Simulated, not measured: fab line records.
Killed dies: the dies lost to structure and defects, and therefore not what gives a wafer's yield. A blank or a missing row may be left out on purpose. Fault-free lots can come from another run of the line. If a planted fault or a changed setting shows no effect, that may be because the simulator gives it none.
Which tool is to blame?	flow nand harc	11 lots, 33 wafers sampled, at 5 steps of a route of 1302

## WHAT THE GAUGES SHOWED, per wafer
NHARC_END_SORT_01.
lot	measured	on	killed at array	killed at other	killed at periphery	killed dies	killed open	killed short
L337	day 24 15:33	prober-01	63 58 61	2 0 0	2 1 0	67 59 61	3 1 1	5 1 3
L342	day 27 04:47	prober-01	67 70 96	0 0 1	4 3 5	71 73 102	1 3 7	2 5 2
L350	day 30 02:23	prober-02	665 67 667	0 0 0	12 10 10	677 77 677	3 1 1	0 1 2
L351	day 30 12:23	prober-01	21 14 667	1 0 2	5 4 8	27 18 677	2 2 2	5 2 3
L353	day 30 20:04	prober-02	62 69 61	5 3 1	0 1 0	67 73 62	3 2 1	1 1 3
L354	day 30 10:44	prober-02	54 49 39	0 0 0	0 3 1	54 52 40	3 4 3	2 1 1
L355	day 31 12:51	prober-02	47 53 46	0 1 0	3 0 4	50 54 50	2 3 4	4 5 3
L357	day 33 05:20	prober-02	53 53 42	10 2 8	2 1 2	65 56 52	6 4 4	4 1 1
L358	day 33 13:57	prober-02	36 32 35	0 0 0	12 9 7	48 41 42	2 3 0	3 1 1
L359	day 33 05:16	prober-01	44 35 31	0 1 0	4 3 3	48 39 34	3 2 1	3 2 1
L360	day 33 12:59	prober-01	36 57 61	2 2 1	5 5 2	43 64 64	1 3 1	3 2 2

## TOOL THAT RAN EACH LOT (tool first, then ch and the chambers of the sampled wafers, then the start)
lot	NHARC_A_STAIRCASE_ETCH_194	NHARC_A_STAIRCASE_ETCH_201	NHARC_A_STAIRCASE_TRIM_220	NHARC_A_STAIRCASE_TRIM_224
L337	rie diel-13 ch 0,2,3, day 16 02:10 or earlier	rie diel-12 ch 0,3, day 16 02:10 or earlier	rie diel-03 ch 0,2,3, day 16 02:10	rie diel-03 ch 0,3, day 24 15:33 or earlier
L342	rie diel-13 ch 2,3, day 18 15:59 or earlier	rie diel-03 ch 0,1,3, day 18 15:59 or earlier	rie diel-13 ch 1,2, day 18 15:59	rie diel-13 ch 1,2, day 27 04:47 or earlier
L350	rie diel-13 ch 0,1,2, day 21 09:44 or earlier	rie diel-13 ch 0,2,3, day 21 09:44 or earlier	rie diel-03 ch 0,1, day 21 09:44	rie diel-03 ch 0,1,3, day 30 02:23 or earlier
L351	rie diel-03 ch 0,1,3, day 22 09:21 or earlier	rie diel-13 ch 0,1, day 22 09:21 or earlier	rie diel-03 ch 0,1,3, day 22 09:21	rie diel-03 ch 1,2, day 30 12:23 or earlier
L353	rie diel-12 ch 0,1,3, day 22 16:11 or earlier	rie diel-03 ch 0,2,3, day 22 16:11 or earlier	rie diel-12 ch 1,3, day 22 16:11	rie diel-12 ch 0,1,2, day 30 20:04 or earlier
L354	rie diel-13 ch 1,3, day 22 16:23 or earlier	rie diel-12 ch 0,1,2, day 22 16:23 or earlier	rie diel-12 ch 0,1,3, day 22 16:23	rie diel-12 ch 0,1, day 30 10:44 or earlier
L355	rie diel-03 ch 1,2,3, day 23 07:17 or earlier	rie diel-03 ch 2,3, day 23 07:17 or earlier	rie diel-12 ch 0,2,3, day 23 07:17	rie diel-12 ch 1,2, day 31 12:51 or earlier
L357	rie diel-12 ch 0,2, day 24 15:02 or earlier	rie diel-03 ch 0,2,3, day 24 15:02 or earlier	rie diel-03 ch 0,2,3, day 24 15:02	rie diel-03 ch 0,1,2, day 33 05:20 or earlier
L358	rie diel-13 ch 1,2,3, day 24 23:48 or earlier	rie diel-12 ch 1,2, day 24 23:48 or earlier	rie diel-03 ch 0,1,2, day 24 23:48	rie diel-03 ch 0,3, day 33 13:57 or earlier
L359	rie diel-13 ch 1,2, day 25 04:10 or earlier	rie diel-13 ch 0,1, day 25 04:10 or earlier	rie diel-03 ch 1,2,3, day 25 04:10	rie diel-03 ch 2,3, day 33 05:16 or earlier
L360	rie diel-03 ch 1,3, day 25 07:14 or earlier	rie diel-13 ch 0,1, day 25 07:14 or earlier	rie diel-03 ch 0,2, day 25 07:14	rie diel-03 ch 1,3, day 33 12:59 or earlier
- NHARC_A_STAIRCASE_ETCH_194: etches the open film in C4F8/O2, target depth 100 nm, time 40.5 s.
- NHARC_A_STAIRCASE_ETCH_201: etches the open film in C4F8/O2, target depth 100 nm, time 40.5 s.
- NHARC_A_STAIRCASE_TRIM_220: chemistry O2, time 211.2 s.
- NHARC_A_STAIRCASE_TRIM_224: chemistry O2, time 211.2 s.

## AS READ BY THE TOOLS THEMSELVES (means over the sampled wafers that have a number; for cases with no such wafer, the mark the record gives instead)
NHARC_A_STAIRCASE_ETCH_194.
lot	tool	chamber pressure mTorr (mTorr)	oes product au (a.u.)	rf vpp V (V)
L337	rie diel-13	25.005	0.946	895
L342	rie diel-13	24.997	0.929	893
L350	rie diel-13	24.990	0.936	893
L351	rie diel-03	25.003	0.954	898
L353	rie diel-12	25.003	0.944	900
L354	rie diel-13	25.004	0.941	887
L355	rie diel-03	25.005	0.951	897
L357	rie diel-12	25.010	0.947	892
L358	rie diel-13	25.002	0.949	898
L359	rie diel-13	24.993	0.950	902
L360	rie diel-03	25.014	0.935	901

NHARC_A_STAIRCASE_ETCH_201.
lot	tool	chamber pressure mTorr (mTorr)	oes product au (a.u.)	rf vpp V (V)
L337	rie diel-12	25.01	0.948	900
L342	rie diel-03	25.00	0.938	899
L350	rie diel-13	25.00	0.941	894
L351	rie diel-13	24.99	0.951	890
L353	rie diel-03	24.98	0.963	895
L354	rie diel-12	24.99	0.955	897
L355	rie diel-03	24.99	0.936	893
L357	rie diel-03	25.02	0.952	894
L358	rie diel-12	24.98	0.959	897
L359	rie diel-13	25.01	0.938	899
L360	rie diel-13	25.00	0.927	902

NHARC_A_STAIRCASE_TRIM_220.
lot	tool	chamber pressure mTorr (mTorr)	drypump motor current A (A)	oes product au (a.u.)	rf vpp V (V)	showerhead plenum p Torr (Torr)	throttle valve pct (%)
L337	rie diel-03	60.01	5.7	1.008	57.3	3.50	17.035
L342	rie diel-13	60.02	6.3	1.000	58.0	3.37	17.041
L350	rie diel-03	60.01	5.7	0.846	58.3	3.60	17.032
L351	rie diel-03	60.03	5.8	0.922	58.2	3.59	17.038
L353	rie diel-12	60.07	6.0	0.999	59.0	3.77	17.041
L354	rie diel-12	59.99	6.1	0.996	58.4	3.65	17.040
L355	rie diel-12	59.97	6.1	1.005	57.4	3.54	17.032
L357	rie diel-03	60.04	5.7	0.992	57.0	3.48	17.029
L358	rie diel-03	59.91	5.4	0.998	58.2	3.56	17.036
L359	rie diel-03	59.92	5.5	0.999	58.6	3.55	17.046
L360	rie diel-03	59.98	5.3	1.004	57.0	3.45	17.036

NHARC_A_STAIRCASE_TRIM_224.
lot	tool	chamber pressure mTorr (mTorr)	drypump motor current A (A)	oes product au (a.u.)	rf vpp V (V)	showerhead plenum p Torr (Torr)	throttle valve pct (%)
L337	rie diel-03	60.02	6.1	1.001	57.8	3.52	17.037
L342	rie diel-13	60.03	6.3	0.996	57.4	3.37	17.034
L350	rie diel-03	59.96	5.8	0.992	57.9	3.59	17.045
L351	rie diel-03	59.99	5.1	0.989	57.9	3.55	17.039
L353	rie diel-12	59.96	6.2	0.998	57.2	3.55	17.032
L354	rie diel-12	59.96	6.2	0.994	56.9	3.53	17.030
L355	rie diel-12	59.97	6.3	1.003	58.5	3.68	17.050
L357	rie diel-03	60.08	5.4	1.008	58.0	3.57	17.028
L358	rie diel-03	59.99	6.1	1.012	57.6	3.49	17.040
L359	rie diel-03	59.99	5.8	0.995	57.9	3.46	17.042
L360	rie diel-03	60.05	5.5	1.007	57.8	3.66	17.036

## THE ANSWER, worked out from the rows above alone
Rule: what is usual is taken from the lots themselves. The widest of any qualifying gaps counts: lots, ordered by their means at a reading, are off when they make up no more than a third of the lots, leave a main group of 4 or more, and stand apart from it by 3 or more times the standard deviation of that group's means. The tables above print the reading to a certain number of digits; a main group whose means all agree to those digits is not used. A lot without any number at a reading at which 4 lots or more have one is off too. All remaining lots with rows at the step are treated as sound. Order of review: gauges by route order, followed by the tools' own readings, for which a lot's mean as printed above is used. At the first step where some lot is off, the reading lying furthest off is the one used; lots without a number count as furthest.
Off: L350, L351, at NHARC_END_SORT_01 (killed dies). The main group: mean 57, standard deviation 12.
A tool fits if, at a process step before that reading, it ran every lot that is off, and no sound lot after the first of them. Not tried: the gauges at NHARC_END_SORT_01; whatever is off there is also off at NHARC_A_STAIRCASE_TRIM_220, on other tools, and gauge error can't account for it. NHARC_A_STAIRCASE_ETCH_194 gives no start for some lots, so the hours and the order of its lots are those of NHARC_A_STAIRCASE_TRIM_220. NHARC_A_STAIRCASE_ETCH_201 gives no start for some lots, so the hours and the order of its lots are those of NHARC_A_STAIRCASE_TRIM_220. NHARC_A_STAIRCASE_TRIM_224 gives no start for some lots, so the hours and the order of its lots are those of NHARC_END_SORT_01. Of those tried, none fits.

## WHAT THE SIMULATOR HAD INSERTED
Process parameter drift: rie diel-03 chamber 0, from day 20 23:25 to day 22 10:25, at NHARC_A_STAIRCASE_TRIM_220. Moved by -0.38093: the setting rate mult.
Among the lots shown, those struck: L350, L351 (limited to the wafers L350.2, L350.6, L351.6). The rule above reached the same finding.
